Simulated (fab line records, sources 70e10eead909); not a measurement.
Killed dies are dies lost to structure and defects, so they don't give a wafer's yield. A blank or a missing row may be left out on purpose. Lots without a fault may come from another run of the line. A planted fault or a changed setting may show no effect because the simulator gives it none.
Which tool did it? | flow nand_harc | 7 lots, 21 wafers sampled, at 4 steps of a route of 1159

WHAT THE GAUGES READ, wafer by wafer
NHARC_END_SORT_01.
lot  | measured     | on        | killed_dies
L218 | day 21 22:35 | prober-02 | 33 34 32
L223 | day 23 16:49 | prober-02 | 43
L227 | day 24 15:31 | prober-02 | 43 40 43

WHICH TOOL RAN EACH LOT (tool, then ch and the chambers of the sampled wafers, then the start)
lot  | NHARC_A_BLC_ETCH_18                | NHARC_THIN_TSV_CMP_01         | NHARC_THIN_TSV_STRIP_45
L212 | rie_diel-03 ch 0,2, day 18 03:33   | cmp-04 ch 0,1,2, day 19 09:03 | plasma_asher-02 ch 0,1, day 19 11:16
L216 | rie_diel-03 ch 1,2,3, day 19 02:36 | cmp-02 ch 1,2, day 20 03:35   | plasma_asher-02 ch 0,1, day 20 06:01
L218 | rie_diel-08 ch 0,1, day 19 18:50   | cmp-02 ch 0,2,3, day 21 07:17 | plasma_asher-01 ch 0,1, day 21 09:38
L219 | rie_diel-08 ch 0,2, day 20 16:50   | cmp-03 ch 0,2,3, day 21 19:42 | plasma_asher-01 ch 0, day 21 21:58
L223 | rie_diel-03 ch 0,1,3, day 21 01:10 | cmp-03 ch 1,2,3, day 22 17:31 | plasma_asher-02 ch 0,1, day 22 20:00
L227 | rie_diel-03 ch 0,1,3, day 21 20:51 | cmp-03 ch 1,2,3, day 23 10:47 | plasma_asher-01 ch 0, day 23 14:21
L233 | rie_diel-03 ch 1,2,3, day 22 21:47 | cmp-03 ch 1,2,3, day 24 02:19 | plasma_asher-02 ch 0,1, day 24 04:41
- NHARC_A_BLC_ETCH_18: etches the open film in C4F8/O2/Ar, target depth 910 nm.
- NHARC_THIN_TSV_CMP_01: polishes.
- NHARC_THIN_TSV_STRIP_45: strips in O2.

THE ANSWER, worked out from the rows above alone
Rule: what is usual is taken from the lots themselves. Put in order of their means at a reading, lots are off if they are a third of the lots or fewer, leave a main group of 4 or more, and stand apart from it by a gap of 3 or more times the standard deviation of the main group's means; of several such gaps the widest counts. A main group whose means are all the same, to the digits that the tables above print for the reading, isn't used. A lot without any number at a reading at which 4 lots or more have one is off too. The other lots that the step has rows for count as sound.
No lot is off at any reading shown: from this, nothing can be told.

WHAT THE SIMULATOR HAD PUT IN
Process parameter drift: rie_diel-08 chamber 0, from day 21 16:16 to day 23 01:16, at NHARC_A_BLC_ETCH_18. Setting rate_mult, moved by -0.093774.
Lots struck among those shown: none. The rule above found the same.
